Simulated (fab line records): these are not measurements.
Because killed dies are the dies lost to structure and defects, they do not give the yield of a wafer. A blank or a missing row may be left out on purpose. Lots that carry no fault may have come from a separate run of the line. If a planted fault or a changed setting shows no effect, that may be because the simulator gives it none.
Problem report, 8D (eight disciplines) form, completed by code	flow n5_finfet	the parts of the form that need people (team, actions taken, sign-off) are left out

## 1. THE ISSUE
rf_fwd_power_W at N5_BEOL_M5_ETCH_62 reads a mean of 1037.6 W on 9 wafers of 3 lots; wafers without a fault read 836.3 W with a standard deviation of 2.9. That puts it +69 standard deviations away from the usual mean.
The step: etches SOC in N2/H2, target depth 75 nm, overetch 15 nm, time 112.5 s.
Seen first at day 11 01:16 on rie_diel-03, wafer L276.2. The record holds 15 wafers of 5 lots with a number at this step. By rule, "out" or "out of limits" means more than 4 standard deviations away from the usual mean. All remaining wafers that have a number are taken as sound.

## 2. WHAT IT IS, WHAT IT ISN'T
question	is	is not
which readings at this step	rf_fwd_power_W, rf_vpp_V	drypump_motor_current_A, h2_flow_sccm, n2_flow_sccm, oes_product_au, showerhead_plenum_p_Torr, temp_c, throttle_valve_pct
which lots	L275, L276, L279	L274, L282
which wafers of those lots	all that have a number	-
read on which tools	rie_diel-03	rie_diel-06
when	from day 11 01:16	up to then (3 sound wafers); but 3 sound wafers of L282 came after

## 3. WHAT RULES OUT EACH SUSPECT
Counting: a tool stays on the suspect list if, at a process step up to the reading, it processed all lots that are out and no sound lot following the first of them.
- rie_diel-03 at N5_BEOL_M5_ETCH_62 (etches SOC in N2/H2, target depth 75 nm, overetch 15 nm, time 112.5 s): kept. It processed each lot that is out, first L276 at day 11 01:16, and no sound lot thereafter; up to then, the last sound lot it processed was L274 at day 10 01:25. Out on those wafers are its own readings of rf_fwd_power_W, rf_vpp_V.
Left after counting: rie_diel-03 at N5_BEOL_M5_ETCH_62.

## 4. THE CAUSE (what the simulator had put in)
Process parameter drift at N5_BEOL_M5_ETCH_62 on rie_diel-03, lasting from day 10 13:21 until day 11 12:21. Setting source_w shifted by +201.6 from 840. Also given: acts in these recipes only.
This tool alone remained once counting was done.

## 5. THE EFFECT CHAIN, in route order
One row per reading whose mean, taken over the struck wafers that have a number, lies over 3 standard deviations from the usual. Readings are gone through only where the record gives a usual standard deviation; hours: the median, over the lots, of the time from a lot's start at the first step in this table giving one to that lot's start at this step; sigmas: the change measured in usual standard deviations.
hours	step	reading	usual	on struck wafers	change	sigmas
0	N5_BEOL_M5_ETCH_62	rf_fwd_power_W	836.3 W	1037.6	+201.3	+69
0	N5_BEOL_M5_ETCH_62	rf_vpp_V	524.3 V	488.0	-36.3	-18
The process steps in it:
- N5_BEOL_M5_ETCH_62: etches SOC in N2/H2, target depth 75 nm, overetch 15 nm, time 112.5 s.

## 6. WHAT WOULD HAVE CAUGHT IT SOONER
In this record the first reading out of limits was taken at day 11 01:16, 12 hours after the fault began at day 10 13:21.
